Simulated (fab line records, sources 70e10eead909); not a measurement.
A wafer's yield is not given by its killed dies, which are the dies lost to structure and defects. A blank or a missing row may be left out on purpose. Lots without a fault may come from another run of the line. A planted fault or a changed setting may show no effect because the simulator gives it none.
The tool behind it: which one? :: flow nand harc :: 12 lots, 34 wafers sampled, at 6 steps of a route of 1302

== WHAT THE GAUGES READ, wafer by wafer ==
NHARC_P_M2_CD_MEAS_09: the cd target is 170 nm. Usual: cd nm 170.0 nm, standard deviation 1.
lot: L416
measured: day 6 10:10
on: cd sem-03
cd nm (nm): 169.3 170.4 169.4
flag: 

lot: L418
measured: day 7 03:14
on: cd sem-03
cd nm (nm): 171.0 171.2 172.3
flag: 

lot: L419
measured: day 7 13:57
on: cd sem-02
cd nm (nm): 169.4 169.7 169.4
flag: 

lot: L420
measured: day 8 04:47
on: cd sem-02
cd nm (nm): 171.1 171.1 171.6
flag: 

lot: L421
measured: day 8 10:01
on: cd sem-02
cd nm (nm): 171.6 170.1 170.9
flag: 

lot: L422
measured: day 8 21:25
on: cd sem-03
cd nm (nm): 169.3 170.2 169.2
flag: 

lot: L423
measured: day 9 05:21
on: cd sem-02
cd nm (nm): 169.1 169.7 170.2
flag: 

lot: L426
measured: day 10 17:44
on: cd sem-01
cd nm (nm): 190.2
flag: OFF

lot: L432
measured: day 13 03:05
on: cd sem-03
cd nm (nm): 168.4 168.0 168.6
flag: 

lot: L433
measured: day 13 08:08
on: cd sem-02
cd nm (nm): 169.8 169.3 169.7
flag: 

lot: L437
measured: day 15 03:17
on: cd sem-01
cd nm (nm): 169.6 168.3 169.3
flag: 

lot: L438
measured: day 15 12:46
on: cd sem-01
cd nm (nm): 170.4 170.0 170.7
flag: 

NHARC_P_M2_INSPECT_11. Usual: raw defect count 5, standard deviation 3.1.
lot: L416
measured: day 6 10:17
on: defect inspect-02
raw defect count: 8 7 12
flag: 

lot: L418
measured: day 7 03:22
on: defect inspect-02
raw defect count: 1 4 2
flag: 

lot: L419
measured: day 7 14:05
on: defect inspect-01
raw defect count: 4 4 3
flag: 

lot: L420
measured: day 8 04:54
on: defect inspect-02
raw defect count: 3 4 3
flag: 

lot: L421
measured: day 8 10:09
on: defect inspect-01
raw defect count: 7 11 2
flag: 

lot: L422
measured: day 8 21:33
on: defect inspect-02
raw defect count: 4 6 4
flag: 

lot: L423
measured: day 9 05:28
on: defect inspect-01
raw defect count: 3 5 5
flag: 

lot: L426
measured: day 10 17:50
on: defect inspect-01
raw defect count: 1
flag: 

lot: L432
measured: day 13 03:13
on: defect inspect-01
raw defect count: 10 9 5
flag: 

lot: L433
measured: day 13 08:16
on: defect inspect-01
raw defect count: 1 3 2
flag: 

lot: L437
measured: day 15 03:25
on: defect inspect-01
raw defect count: 2 6 5
flag: 

lot: L438
measured: day 15 12:54
on: defect inspect-01
raw defect count: 15 6 5
flag: 

NHARC_END_SORT_01. Usual: defect limited yield is 91.0 % with standard deviation 2.8, killed at array is 56 with standard deviation 19, killed at other is 0.6 with standard deviation 1, killed at periphery is 3.9 with standard deviation 2.7, killed dies is 61 with standard deviation 19, killed open is 3.3 with standard deviation 1.9, and killed short is 2.4 with standard deviation 1.7.
lot: L420
measured: day 25 17:46
on: prober-01
defect limited yield (%): 91.9 94.2 92.5
killed at array: 52 39 49
killed at other: 0 0 1
killed at periphery: 3 0 1
killed dies: 55 39 51
killed open: 1 0 3
killed short: 4 1 5
flag: 

lot: L421
measured: day 26 15:25
on: prober-02
defect limited yield (%): 88.3 90.5 89.5
killed at array: 72 56 63
killed at other: 0 1 2
killed at periphery: 7 7 6
killed dies: 79 64 71
killed open: 2 9 9
killed short: 3 1 5
flag: 

lot: L422
measured: day 27 21:47
on: prober-02
defect limited yield (%): 92.3 90.5 90.5
killed at array: 51 62 64
killed at other: 0 0 0
killed at periphery: 1 2 0
killed dies: 52 64 64
killed open: 2 4 2
killed short: 4 3 4
flag: 

lot: L433
measured: day 30 22:01
on: prober-01
defect limited yield (%): 94.7 94.4 95.6
killed at array: 32 29 23
killed at other: 2 5 2
killed at periphery: 2 4 5
killed dies: 36 38 30
killed open: 3 7 7
killed short: 3 1 5
flag: 

== WHAT TOOL EACH LOT RAN ON (gives the tool, then ch and the chambers of the sampled wafers, and finally the start) ==
lot: L416
NHARC_P_M1_DESCUM_14: rie diel-06 ch 1,3, day 6 06:04
NHARC_P_M1_ETCH_28: rie diel-07 ch 1,3, day 6 10:01 or earlier
NHARC_P_M2_EXPOSE_06: arfi scanner-01 ch 0, day 6 10:01

lot: L418
NHARC_P_M1_DESCUM_14: rie diel-11 ch 1,2,3, day 6 23:18
NHARC_P_M1_ETCH_28: rie diel-06 ch 1,2, day 7 03:06 or earlier
NHARC_P_M2_EXPOSE_06: arfi scanner-01 ch 0, day 7 03:06

lot: L419
NHARC_P_M1_DESCUM_14: rie diel-11 ch 1,2, day 7 09:51
NHARC_P_M1_ETCH_28: rie diel-07 ch 1,2,3, day 7 13:49 or earlier
NHARC_P_M2_EXPOSE_06: arfi scanner-02 ch 0, day 7 13:49

lot: L420
NHARC_P_M1_DESCUM_14: rie diel-11 ch 1,2,3, day 8 00:53
NHARC_P_M1_ETCH_28: rie diel-11 ch 1,2,3, day 8 04:38 or earlier
NHARC_P_M2_EXPOSE_06: arfi scanner-02 ch 0, day 8 04:38

lot: L421
NHARC_P_M1_DESCUM_14: rie diel-11 ch 1,2,3, day 8 06:05
NHARC_P_M1_ETCH_28: rie diel-07 ch 1,2,3, day 8 09:53 or earlier
NHARC_P_M2_EXPOSE_06: arfi scanner-01 ch 0, day 8 09:53

lot: L422
NHARC_P_M1_DESCUM_14: rie diel-07 ch 0,1,3, day 8 17:26
NHARC_P_M1_ETCH_28: rie diel-11 ch 0,3, day 8 21:17 or earlier
NHARC_P_M2_EXPOSE_06: arfi scanner-02 ch 0, day 8 21:17

lot: L423
NHARC_P_M1_DESCUM_14: rie diel-06 ch 1,2,3, day 9 01:15
NHARC_P_M1_ETCH_28: rie diel-07 ch 0,3, day 9 05:13 or earlier
NHARC_P_M2_EXPOSE_06: arfi scanner-01 ch 0, day 9 05:13

lot: L426
NHARC_P_M1_DESCUM_14: rie diel-11 ch 0, day 10 13:47
NHARC_P_M1_ETCH_28: rie diel-11 ch 1, day 10 17:36 or earlier
NHARC_P_M2_EXPOSE_06: arfi scanner-01 ch 0, day 10 17:36

lot: L432
NHARC_P_M1_DESCUM_14: rie diel-11 ch 0,1,2, day 12 23:08
NHARC_P_M1_ETCH_28: rie diel-07 ch 0,2, day 13 02:57 or earlier
NHARC_P_M2_EXPOSE_06: arfi scanner-03 ch 0, day 13 02:57

lot: L433
NHARC_P_M1_DESCUM_14: rie diel-11 ch 0,1,2, day 13 04:17
NHARC_P_M1_ETCH_28: rie diel-07 ch 0,1,2, day 13 07:59 or earlier
NHARC_P_M2_EXPOSE_06: arfi scanner-03 ch 0, day 13 07:59

lot: L437
NHARC_P_M1_DESCUM_14: rie diel-07 ch 1,3, day 14 23:10
NHARC_P_M1_ETCH_28: rie diel-11 ch 0,3, day 15 03:08 or earlier
NHARC_P_M2_EXPOSE_06: arfi scanner-03 ch 0, day 15 03:08

lot: L438
NHARC_P_M1_DESCUM_14: rie diel-07 ch 0,1,3, day 15 08:56
NHARC_P_M1_ETCH_28: rie diel-06 ch 0,2,3, day 15 12:38 or earlier
NHARC_P_M2_EXPOSE_06: arfi scanner-03 ch 0, day 15 12:38
- NHARC_P_M1_DESCUM_14: chemistry O2, time 3 s.
- NHARC_P_M1_ETCH_28: etches the open film in CF4/N2, target depth 30 nm, time 72.99 s.
- NHARC_P_M2_EXPOSE_06: exposes mask P M2, target cd 170 nm.

== AS READ BY THE TOOLS THEMSELVES (means over the sampled wafers that have a number; for cases with no such wafer, the mark the record gives instead) ==
NHARC_P_M1_DESCUM_14. Usual: drypump motor current A 6.0 A, standard deviation 0.4; oes product au 1.002 a.u., standard deviation 0.013; rf vpp V 57.9 V, standard deviation 0.89; showerhead plenum p Torr 1.92 Torr, standard deviation 0.076; throttle valve pct 11.311 %, standard deviation 0.0092.
lot: L416
tool: rie diel-06
drypump motor current A (A): 6.0
oes product au (a.u.): 0.995
rf vpp V (V): 57.6
showerhead plenum p Torr (Torr): 1.87
throttle valve pct (%): 11.315
flag: 

lot: L418
tool: rie diel-11
drypump motor current A (A): 6.2
oes product au (a.u.): 1.003
rf vpp V (V): 58.4
showerhead plenum p Torr (Torr): 1.99
throttle valve pct (%): 11.311
flag: 

lot: L419
tool: rie diel-11
drypump motor current A (A): 6.3
oes product au (a.u.): 1.001
rf vpp V (V): 58.8
showerhead plenum p Torr (Torr): 2.00
throttle valve pct (%): 11.308
flag: 

lot: L420
tool: rie diel-11
drypump motor current A (A): 6.2
oes product au (a.u.): 0.997
rf vpp V (V): 58.3
showerhead plenum p Torr (Torr): 1.99
throttle valve pct (%): 11.307
flag: 

lot: L421
tool: rie diel-11
drypump motor current A (A): 6.2
oes product au (a.u.): 0.994
rf vpp V (V): 58.2
showerhead plenum p Torr (Torr): 1.99
throttle valve pct (%): 11.314
flag: 

lot: L422
tool: rie diel-07
drypump motor current A (A): 6.0
oes product au (a.u.): 1.016
rf vpp V (V): 57.8
showerhead plenum p Torr (Torr): 1.87
throttle valve pct (%): 11.310
flag: 

lot: L423
tool: rie diel-06
drypump motor current A (A): 6.1
oes product au (a.u.): 0.998
rf vpp V (V): 57.0
showerhead plenum p Torr (Torr): 1.83
throttle valve pct (%): 11.302
flag: 

lot: L426
tool: rie diel-11
drypump motor current A (A): 5.8
oes product au (a.u.): 0.991
rf vpp V (V): 56.3
showerhead plenum p Torr (Torr): 1.88
throttle valve pct (%): 11.299
flag: 

lot: L432
tool: rie diel-11
drypump motor current A (A): 6.1
oes product au (a.u.): 1.002
rf vpp V (V): 57.7
showerhead plenum p Torr (Torr): 1.95
throttle valve pct (%): 11.315
flag: 

lot: L433
tool: rie diel-11
drypump motor current A (A): 6.1
oes product au (a.u.): 1.007
rf vpp V (V): 58.4
showerhead plenum p Torr (Torr): 1.95
throttle valve pct (%): 11.311
flag: 

lot: L437
tool: rie diel-07
drypump motor current A (A): 5.6
oes product au (a.u.): 0.991
rf vpp V (V): 58.5
showerhead plenum p Torr (Torr): 1.87
throttle valve pct (%): 11.317
flag: 

lot: L438
tool: rie diel-07
drypump motor current A (A): 6.0
oes product au (a.u.): 1.003
rf vpp V (V): 57.6
showerhead plenum p Torr (Torr): 1.86
throttle valve pct (%): 11.307
flag: 

NHARC_P_M1_ETCH_28. Usual: cf4 flow sccm is 50.00 sccm with standard deviation 0.17, drypump motor current A is 5.9 A with standard deviation 0.49, n2 flow sccm is 100.00 sccm with standard deviation 0.29, oes product au is 1.005 a.u. with standard deviation 0.015, rf vpp V is 313.8 V with standard deviation 1.8, showerhead plenum p Torr is 2.61 Torr with standard deviation 0.099, and throttle valve pct is 19.795 % with standard deviation 0.0094.
lot: L416
tool: rie diel-07
cf4 flow sccm (sccm): 50.07
drypump motor current A (A): 5.6
n2 flow sccm (sccm): 100.18
oes product au (a.u.): 1.019
rf vpp V (V): 314.0
showerhead plenum p Torr (Torr): 2.58
throttle valve pct (%): 19.797
flag: 

lot: L418
tool: rie diel-06
cf4 flow sccm (sccm): 50.00
drypump motor current A (A): 6.1
n2 flow sccm (sccm): 100.22
oes product au (a.u.): 1.005
rf vpp V (V): 311.4
showerhead plenum p Torr (Torr): 2.48
throttle valve pct (%): 19.790
flag: 

lot: L419
tool: rie diel-07
cf4 flow sccm (sccm): 50.09
drypump motor current A (A): 5.6
n2 flow sccm (sccm): 100.06
oes product au (a.u.): 1.006
rf vpp V (V): 313.7
showerhead plenum p Torr (Torr): 2.57
throttle valve pct (%): 19.804
flag: 

lot: L420
tool: rie diel-11
cf4 flow sccm (sccm): 50.09
drypump motor current A (A): 6.2
n2 flow sccm (sccm): 100.00
oes product au (a.u.): 1.000
rf vpp V (V): 316.4
showerhead plenum p Torr (Torr): 2.73
throttle valve pct (%): 19.788
flag: 

lot: L421
tool: rie diel-07
cf4 flow sccm (sccm): 49.92
drypump motor current A (A): 5.6
n2 flow sccm (sccm): 100.12
oes product au (a.u.): 1.007
rf vpp V (V): 313.8
showerhead plenum p Torr (Torr): 2.57
throttle valve pct (%): 19.793
flag: 

lot: L422
tool: rie diel-11
cf4 flow sccm (sccm): 49.94
drypump motor current A (A): 5.9
n2 flow sccm (sccm): 99.99
oes product au (a.u.): 0.992
rf vpp V (V): 314.4
showerhead plenum p Torr (Torr): 2.64
throttle valve pct (%): 19.796
flag: 

lot: L423
tool: rie diel-07
cf4 flow sccm (sccm): 50.23
drypump motor current A (A): 6.5
n2 flow sccm (sccm): 100.21
oes product au (a.u.): 1.010
rf vpp V (V): 312.6
showerhead plenum p Torr (Torr): 2.56
throttle valve pct (%): 19.787
flag: 

lot: L426
tool: rie diel-11
cf4 flow sccm (sccm): 49.95
drypump motor current A (A): 6.5
n2 flow sccm (sccm): 99.96
oes product au (a.u.): 1.007
rf vpp V (V): 317.3
showerhead plenum p Torr (Torr): 2.76
throttle valve pct (%): 19.806
flag: 

lot: L432
tool: rie diel-07
cf4 flow sccm (sccm): 50.08
drypump motor current A (A): 5.7
n2 flow sccm (sccm): 100.00
oes product au (a.u.): 0.996
rf vpp V (V): 312.0
showerhead plenum p Torr (Torr): 2.51
throttle valve pct (%): 19.799
flag: 

lot: L433
tool: rie diel-07
cf4 flow sccm (sccm): 50.16
drypump motor current A (A): 5.7
n2 flow sccm (sccm): 100.12
oes product au (a.u.): 1.008
rf vpp V (V): 312.8
showerhead plenum p Torr (Torr): 2.52
throttle valve pct (%): 19.791
flag: 

lot: L437
tool: rie diel-11
cf4 flow sccm (sccm): 50.15
drypump motor current A (A): 5.9
n2 flow sccm (sccm): 100.07
oes product au (a.u.): 1.009
rf vpp V (V): 314.6
showerhead plenum p Torr (Torr): 2.63
throttle valve pct (%): 19.792
flag: 

lot: L438
tool: rie diel-06
cf4 flow sccm (sccm): 50.06
drypump motor current A (A): 6.2
n2 flow sccm (sccm): 99.78
oes product au (a.u.): 1.007
rf vpp V (V): 314.7
showerhead plenum p Torr (Torr): 2.65
throttle valve pct (%): 19.802
flag: 

NHARC_P_M2_EXPOSE_06. Usual: reticle temp C 22.98 C, standard deviation 0.11.
lot: L416
tool: arfi scanner-01
reticle temp C (C): 22.94
flag: 

lot: L418
tool: arfi scanner-01
reticle temp C (C): 22.86
flag: 

lot: L419
tool: arfi scanner-02
reticle temp C (C): 22.87
flag: 

lot: L420
tool: arfi scanner-02
reticle temp C (C): 23.01
flag: 

lot: L421
tool: arfi scanner-01
reticle temp C (C): 22.87
flag: 

lot: L422
tool: arfi scanner-02
reticle temp C (C): 22.90
flag: 

lot: L423
tool: arfi scanner-01
reticle temp C (C): 23.06
flag: 

lot: L426
tool: arfi scanner-01
reticle temp C (C): 23.06
flag: 

lot: L432
tool: arfi scanner-03
reticle temp C (C): 23.11
flag: 

lot: L433
tool: arfi scanner-03
reticle temp C (C): 22.99
flag: 

lot: L437
tool: arfi scanner-03
reticle temp C (C): 22.99
flag: 

lot: L438
tool: arfi scanner-03
reticle temp C (C): 23.04
flag: 

== THE ANSWER, worked out from the rows above alone ==
Rule: a lot is off if the mean of its wafers that have a number lies more than 3 standard deviations from the usual mean. Also off: a lot with no number at a reading for which 4 or more lots have one. All remaining lots with rows at the step are treated as sound. First the gauges in route order, then the tools' own readings, where a lot's mean is used as printed above. At the first step where some lot is off, the reading lying furthest off is the one used; lots without a number count as furthest.
Off: L426 (NHARC_P_M2_CD_MEAS_09, cd nm).
If a tool, at a process step before that reading, ran all the lots that are off and no sound lot after the first of them, it fits. Those tools and the gauges at NHARC_P_M2_CD_MEAS_09 are tried in the same way. NHARC_P_M1_ETCH_28 gives no start for some lots, so the hours and the order of its lots are those of NHARC_P_M2_EXPOSE_06. One fits: NHARC_P_M2_EXPOSE_06 on arfi scanner-01. Its last sound lot is L423 (day 9 05:13), its first lot that is off L426 (day 10 17:36): a fault that began between those two fits.

== WHAT THE SIMULATOR HAD INSERTED ==
Process parameter drift: arfi scanner-01, from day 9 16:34 on, at NHARC_P_M2_EXPOSE_06. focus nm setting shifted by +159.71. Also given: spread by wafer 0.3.
Struck lots among those shown: L426. This agrees with what the rule above found.
